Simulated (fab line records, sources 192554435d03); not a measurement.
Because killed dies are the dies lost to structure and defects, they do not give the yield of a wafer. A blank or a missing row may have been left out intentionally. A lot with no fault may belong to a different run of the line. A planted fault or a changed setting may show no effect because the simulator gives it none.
fab line records ; flow n5Finfet
record lots=4; wafers=11; lastDay=16
route steps=1938 shown SD_EPI_N@290 SD_EPI_P@295 BEOL_M4@1111 PASSIVATION@1936
lots with no fault: from the same line, run without faults
startH: hours from the record's opening day to when the first of the lot's shown wafers began ; waitH: how many hours have passed since the lot's step before this one ; " same as the row above ; L1.1+2: one row covering several wafers at once ; - no value, or no start was given ; * or withheld: withheld ; < > ~ a bound
route shown NAME@n: names a module that has steps shown in the file, with the first one's number in the route ; usual: the fault-free wafers' mean and standard deviation ; same: alike in all rows ; chamber/n: place in a boat ; sites: each site's reading ; _std_site: how widely they spread, as a standard deviation ; _edge_site: mean of outer sites minus mean of inner sites ; radiusMm: for every site, how far away it sits from the centre of the wafer ; mask NAME#n: copy n ; behind: the most recent tool/chamber to have shaped the wafer ; hold: what put the lot on hold/how long, in hours/how the hold closed ; device: names the non-switching transistor (n, p or np) ; end of line: the route-end tests of the same wafers ; for a step that has no rows: nothing shown but its recipe ; killed: dies lost to structure and defects at the first sort, not the wafer's yield ; map: a wafer's dies, x killed, . not, _ none there
set.NAME: the setting the step ran with; set.NAME@STEP: the setting that earlier step ran with ; model.NAME: the simulator's own value behind a step, which no gauge read
lots at some steps of the route; a table a step, a row a wafer
services: the hour from which a tool's chamber was out of use, counted from the record's first day as startH (under 0 if before that day), plus the number of hours and why
## steps
# step N5_SD_EPI_N_PRECLEAN_24
# recipe chemistry=O3/DIW; timeS=60; tempC=22; o3Ppm=10
# step N5_SD_EPI_N_SRD_25
# recipe timeS=30; tempC=23; rinseLiquid=diw; dry=ipaMarangoni
# step N5_SD_EPI_N_PRECLEAN_49
# recipe chemistry=NF3:NH3; afsCycles=1; tempC=30; timeS=20; sublimationTempC=180; sublimationTimeS=60; pressureTorr=3; rfPowerW=30
# step N5_SD_EPI_N_LINER_46
# recipe material=SiNx; targetThkA=30; tempC=400; aldPrecursorFamily=SiH2I2; aldCoReactant=N2/H2-plasma; pressureTorr=2
# step N5_SD_EPI_P_COAT_34
# recipe resist=SOC; tempC=250; timeS=60; spinRpm=1500; resistThkNm=350
# step N5_SD_EPI_P_COAT_35
# recipe resist=SiARC; tempC=220; timeS=60; spinRpm=1500; resistThkNm=35
# step N5_SD_EPI_P_COAT_03
# recipe resist=CAR-ArF-block; spinRpm=1500; resistThkNm=150
# step N5_SD_EPI_P_EBR_05
# recipe solvent=PGMEA; ebrWidthMm=1.5
# step N5_SD_EPI_P_SOFTBAKE_04
# recipe tempC=110; timeS=60; resist=CAR-ArF-block
# step N5_SD_EPI_P_EXPOSE_06
# recipe maskId=SD_P_BLK; na=1.35; sourceShape=conventional; sigmaOuter=0.8; polarization=unpolarized; targetCdNm=240; doseMj=39.5
# step N5_SD_EPI_P_PEB_07
# recipe pebTempC=110; pebTimeS=60; resist=CAR-ArF-block
# usual heaterPowerTotalW=175.1/1.7
lot.wafer;tool;chamber;startH;waitH;heaterPowerTotalW
L812.1;lithoTrack-02;0;60.17;0.1;177.6
L812.2;lithoTrack-02;0;60.17;0.1;177.2
L812.5;lithoTrack-02;0;60.17;0.1;176.8
L822.1;lithoTrack-02;0;128.33;0.1;192.5
L822.3;lithoTrack-02;0;128.33;0.1;173.0
L822.5;lithoTrack-02;0;128.33;0.1;177.3
L827.1;lithoTrack-02;0;148.81;0.1;192.8
L827.6;lithoTrack-02;0;148.81;0.1;174.2
L830.4;lithoTrack-05;0;167.23;0.0;174.7
L830.5;lithoTrack-05;0;167.23;0.0;174.7
L830.6;lithoTrack-05;0;167.23;0.0;177.3
# step N5_SD_EPI_P_DEVELOP_08
# recipe developTimeS=30; developer=TMAH; resist=CAR-ArF-block; devTempC=23; rinseLiquid=diw; dry=airSpin
# step N5_SD_EPI_P_CD_MEAS_09
# recipe targetCdNm=240; landingEnergyEv=500; detector=seInlens
# usual cdNm=240.1/0.7
lot.wafer;tool;chamber;startH;waitH;cdNm
L812.1;cdSem-03;0;60.23;-;239.7
L812.2;cdSem-03;0;60.23;-;238.8
L812.5;cdSem-03;0;60.23;-;240.8
L822.1;cdSem-03;0;128.40;-;233.7
L822.3;cdSem-03;0;128.40;-;240.6
L822.5;cdSem-03;0;128.40;-;239.9
L827.1;cdSem-02;0;148.87;-;233.8
L827.6;cdSem-02;0;148.87;-;239.6
L830.4;cdSem-01;0;167.29;-;239.2
L830.5;cdSem-01;0;167.29;-;239.7
L830.6;cdSem-01;0;167.29;-;239.6
# step N5_SD_EPI_P_DESCUM_14
# recipe chemistry=O2; timeS=7.9; sourcePowerW=50; biasPowerW=20; pressureMtorr=20; rfFrequencyHz=2.712e+07; tempC=40; resist=CAR-ArF-block; o2FlowSccm=225
# usual drypumpMotorCurrentA=5.7/0.38; oesProductAu=0.79/0.086; rfVppV=243.3/1.6; showerheadPlenumPTorr=2.10/0.082; throttleValvePct=20.3/0.31
lot.wafer;tool;chamber;startH;waitH;drypumpMotorCurrentA;oesProductAu;rfHoursCounterH;rfVppV;showerheadPlenumPTorr;throttleValvePct;model.SD_EPI_P.cdNm
L812.1;rieDiel-01;0;60.32;0.0;5.2;0.76;138;242.9;2.16;20.3;240
L812.2;rieDiel-01;3;60.32;0.0;6.2;0.95;12;241.6;2.05;20.0;238.4
L812.5;rieDiel-01;3;60.32;0.0;6.2;0.96;-;241.1;2.05;20.0;240.8
L822.1;rieDiel-03;3;128.49;0.0;5.9;0.70;224;244.3;2.15;20.8;234
L822.3;rieDiel-03;0;128.49;0.0;5.2;0.86;49;245.1;2.23;20.1;240.6
L822.5;rieDiel-03;3;128.49;0.0;5.9;0.70;-;243.7;2.15;20.8;240.4
L827.1;rieDiel-03;2;148.96;0.0;5.2;0.76;158;242.3;1.99;19.9;233.8
L827.6;rieDiel-03;2;148.96;0.0;5.2;0.76;-;242.2;1.99;19.9;239.4
L830.4;rieDiel-03;2;167.65;0.3;5.2;0.76;162;241.8;1.99;19.9;239.4
L830.5;rieDiel-03;2;167.65;0.3;5.2;0.76;-;242.3;1.99;19.9;239.6
L830.6;rieDiel-03;3;167.65;0.3;5.9;0.69;-;244.1;2.15;20.8;240
# step N5_SD_EPI_P_ETCH_36
# recipe chemistry=CF4; target=SiARC; targetDepthA=455; maskMaterial=CAR-ArF-block; timeS=75.8; ionEnergyEv=80; pressureMtorr=40; sourceW=545; biasW=36; Ar_flow_sccm=100; cf4FlowSccm=100; ends=cleared
# step N5_SD_EPI_P_ETCH_37
# recipe chemistry=N2/H2; target=SOC; overetchA=1080; maskMaterial=SiARC; tempC=40; ionEnergyEv=100; sourceW=3000; biasW=133; pressureMtorr=20; timeS=486; n2FlowSccm=200; h2FlowSccm=200; ends=endPoint
# step N5_SD_EPI_P_STRIP_38
# recipe chemistry=N2/H2; tempC=40; n2FlowSccm=200; h2FlowSccm=200; rfFrequencyHz=6e+07
# step N5_SD_EPI_P_ETCHBACK_46
# recipe chemistry=CH3F/O2; mode=anisotropicEtchback; target=SiNx; targetDepthA=175; stopOn=SiO2; overEtchFrac=0.3; ionEnergyEv=120; pressureMtorr=30; sourceW=395; biasW=73; Ar_flow_sccm=150; CH3F_flow_sccm=30; O2_flow_sccm=20
# step N5_SD_EPI_P_ETCH_47
# recipe chemistry=CH3F/O2; target=SiOCN; targetDepthA=250; maskMaterial=SOC; ionEnergyEv=60; biasW=29; pressureMtorr=30; sourceW=410; Ar_flow_sccm=150; CH3F_flow_sccm=30; O2_flow_sccm=20
# step N5_SD_EPI_P_ETCH_16
# recipe chemistry=CHF3/O2; target=SiO2; targetDepthA=50; maskMaterial=SOC; pressureMtorr=30; sourceW=650; biasW=170; Ar_flow_sccm=200; CHF3_flow_sccm=50; O2_flow_sccm=5; ionEnergyEv=200
# step N5_SD_EPI_P_STRIP_50
# recipe chemistry=CHF3/O2; resist=SiARC; rfFrequencyHz=6e+07
# step N5_SD_EPI_P_SD_RECESS_17
# recipe chemistry=HBr/Cl2/O2; targetDepthA=391; btTimeS=3; pressureMtorr=10; icpW=800; biasW=112; HBr_flow_sccm=150; Cl2_flow_sccm=80; O2_flow_sccm=12
# usual drypumpMotorCurrentA=5.8/0.5; oesProductAu=1.000/0.015; throttleValvePct=37.08/0.29
lot.wafer;tool;chamber;startH;waitH;drypumpMotorCurrentA;oesProductAu;rfHoursCounterH;throttleValvePct;model.SD_EPI_P.cdNm
L812.1;rieSi-05;3;61.01;0.0;6.4;0.978;199;37.17;240
L812.2;rieSi-05;1;61.01;0.0;4.9;1.002;200;36.65;240
L812.5;rieSi-05;3;61.01;0.0;6.4;0.976;-;37.15;242.2
L822.1;rieSi-06;2;129.17;0.0;5.7;1.009;6;36.57;232.6
L822.3;rieSi-06;1;129.17;0.0;4.9;1.009;105;37.05;238.8
L822.5;rieSi-06;2;129.17;0.0;5.7;1.010;-;36.58;239.4
L827.1;rieSi-02;0;149.65;0.0;6.1;0.986;6;37.21;234.8
L827.6;rieSi-02;0;149.65;0.0;6.1;0.983;-;37.20;240
L830.4;rieSi-02;3;168.34;0.0;6.4;1.020;89;37.10;240.4
L830.5;rieSi-02;0;168.34;0.0;6.1;0.983;-;37.21;240.8
L830.6;rieSi-02;3;168.34;0.0;6.4;1.008;-;37.10;240.8
# step N5_SD_EPI_P_WET_ETCH_45
# recipe chemistry=dHF; dilution=withheld; timeS=10.7; target=SiO2; targetDepthA=20; tempC=25; dry=ipaMarangoni; rinseTimeS=30; rinseTempC=23
# step N5_BEOL_M4_RC_MEAS_101
# usual DIBL_N=36.9/1.7; DIBL_P=36.7/2.1; IOFF_N=0.17/0.032; IOFF_P=0.22/0.036; ION_N=674/12; ION_P=461/7; SS_N=71.7/0.6; SS_P=73.4/0.67; VT_N=249/3.1; VT_P=-250/3.2
lot.wafer;tool;chamber;startH;waitH;DIBL_N[mV/V];DIBL_P[mV/V];IOFF_N[nA/um];IOFF_P[nA/um];ION_N[uA/um];ION_P[uA/um];SS_N[mV/dec];SS_P[mV/dec];VT_N[mV];VT_P[mV]
L812.1;prober-02;0;192.00;0.0;38.1;38.8;0.19;0.24;673;457;72.0;73.6;246;-249
L812.2;prober-02;0;192.00;0.0;36.9;36.1;0.16;0.19;673;454;71.5;73.8;251;-251
L812.5;prober-02;0;192.00;0.0;39.1;38.6;0.21;0.24;684;464;71.9;73.2;246;-247
L822.1;prober-01;0;231.77;0.0;38.4;37.2;0.21;0.25;687;464;72.9;73.5;247;-246
L822.3;prober-01;0;231.77;0.0;37.7;35.6;0.18;0.23;672;462;72.1;72.9;251;-247
L822.5;prober-01;0;231.77;0.0;36.0;33.9;0.16;0.20;673;456;71.8;72.3;251;-250
L827.1;prober-01;0;252.85;0.0;38.0;37.6;0.18;0.20;676;459;72.0;73.0;250;-251
L827.6;prober-01;0;252.85;0.0;38.3;38.6;0.18;0.21;685;460;72.3;73.8;248;-252
L830.4;prober-01;0;286.39;0.5;35.7;35.6;0.16;0.24;680;468;71.9;72.9;247;-246
L830.5;prober-01;0;286.39;0.5;33.9;33.3;0.12;0.19;660;460;71.3;72.2;254;-249
L830.6;prober-01;0;286.39;0.5;37.7;38.0;0.19;0.28;698;472;72.2;73.4;245;-242
# step N5_PASSIVATION_PROBE_49
# usual defectLimitedYield=91.7/1.5; killed_at_M0_to_M3=32/9.6; killed_at_M4_up=13/5.3; killedAtContacts=12/6.8; killedAtFrontEnd=36/9.8; killedAtOther=4/3.1; killedDies=98/17; killedOpen=65/13; killedShort=32/8.5; sort_bin_5_function=4.9/0.93; sort_bin_6_memory=3.2/0.67; sort_bin_8_speed=0.00/0.02; sortNPass=1082/17; sortYieldPct=91.7/1.4
# same grossDies=1180; killedAtBackSide=0; sort_bin_4_leakage[%]=0
lot.wafer;tool;chamber;startH;waitH;defectLimitedYield[%];killed_at_M0_to_M3;killed_at_M4_up;killedAtContacts;killedAtFrontEnd;killedAtOther;killedDies;killedOpen;killedShort;sort_bin_5_function[%];sort_bin_6_memory[%];sort_bin_8_speed[%];sortNPass;sortYieldPct[%]
L812.1;prober-02;-;288.27;0.0;91.9;50;5;5;31;4;95;54;41;4.7;3.0;0;1085;91.9
L812.2;prober-02;-;288.32;0.1;92.0;40;7;6;37;4;94;63;30;4.5;3.2;0;1086;92.0
L812.5;prober-02;-;288.47;0.2;93.6;41;11;4;17;3;76;48;28;4.2;1.9;0;1104;93.6
# killed by level:class
L812.1 BEOL_M3:geometricParticle:open=14 BEOL_M0_SAQP:geometricParticle:short=10 BEOL_M3:geometricParticle:short=7 BEOL_M0_SAQP:geometricParticle:open=6 FIN_SAQP:geometricParticle:short=5 FIN_SAQP:geometricParticle:open=5 GATE_CUT:geometricParticle:short=5 BEOL_M2:geometricParticle:open=5
L812.2 BEOL_M0_SAQP:geometricParticle:open=12 FIN_SAQP:geometricParticle:open=9 BEOL_M0_SAQP:geometricParticle:short=7 MOL_CONTACT_COAG:geometricParticle:open=6 FIN_SAQP:geometricParticle:short=5 DUMMY_GATE:geometricParticle:open=5 GATE_CUT:geometricParticle:short=5 BEOL_M1:geometricParticle:open=5
L812.5 BEOL_M0_SAQP:geometricParticle:open=8 BEOL_M3:geometricParticle:open=8 BEOL_M0_SAQP:geometricParticle:short=6 BEOL_M3:geometricParticle:short=6 BEOL_M4:geometricParticle:open=5 MOL_CONTACT_COAG:geometricParticle:open=4 BEOL_M0:geometricParticle:short=4 FIN_SAQP:geometricParticle:open=3
## services
tool;chamber;startH;hours;kind
rieDiel-03;2;48.78;2.7;repair
rieSi-02;1;48.91;10.6;repair
rieDiel-03;2;62.74;8.3;repair
rieSi-06;0;80.03;-;clean
rieSi-06;0;80.03;-;consumableReplace:esc
rieSi-06;0;80.03;22.2;scheduledDown
rieSi-06;0;80.03;22.2;ventCycle
rieSi-05;1;83.38;-;clean
rieSi-05;1;83.38;20.6;scheduledDown
rieSi-05;1;83.38;20.6;ventCycle
rieSi-06;-;114.91;0.5;repair
rieSi-05;3;122.15;2.2;repair
rieSi-02;-;123.01;1.8;repair
rieSi-05;3;124.44;-;clean
rieSi-05;3;124.44;25.8;scheduledDown
rieSi-05;3;124.44;25.8;ventCycle
## key
firstSign step=N5_SD_EPI_P_PEB_07; reading=heaterPowerTotalW; direction=up; sigmas=11; usual=*; struck=*
effect step=N5_SD_EPI_P_CD_MEAS_09; reading=cdNm; direction=down; sigmas=9; usual=240.1; struck=233.8
modelEffect step=N5_SD_EPI_P_DESCUM_14; value=SD_EPI_P.cdNm; without=239.7; struck=233.9
modelEffect step=N5_SD_EPI_P_SD_RECESS_17; value=SD_EPI_P.cdNm; without=239.5; struck=233.7
metAt N5_SD_EPI_P_PEB_07
struckWafers L822.1,L827.1
onsetBetween 60.17 128.33
fault kind=processParameterDrift; tool=lithoTrack-02; chamber=-; onsetH=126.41; steps=N5_SD_EPI_P_PEB_07; channel=pebTimeS; offset=*; shape=step; endH=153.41; scope=struckWafersOnly; actsIn=*; stated=*
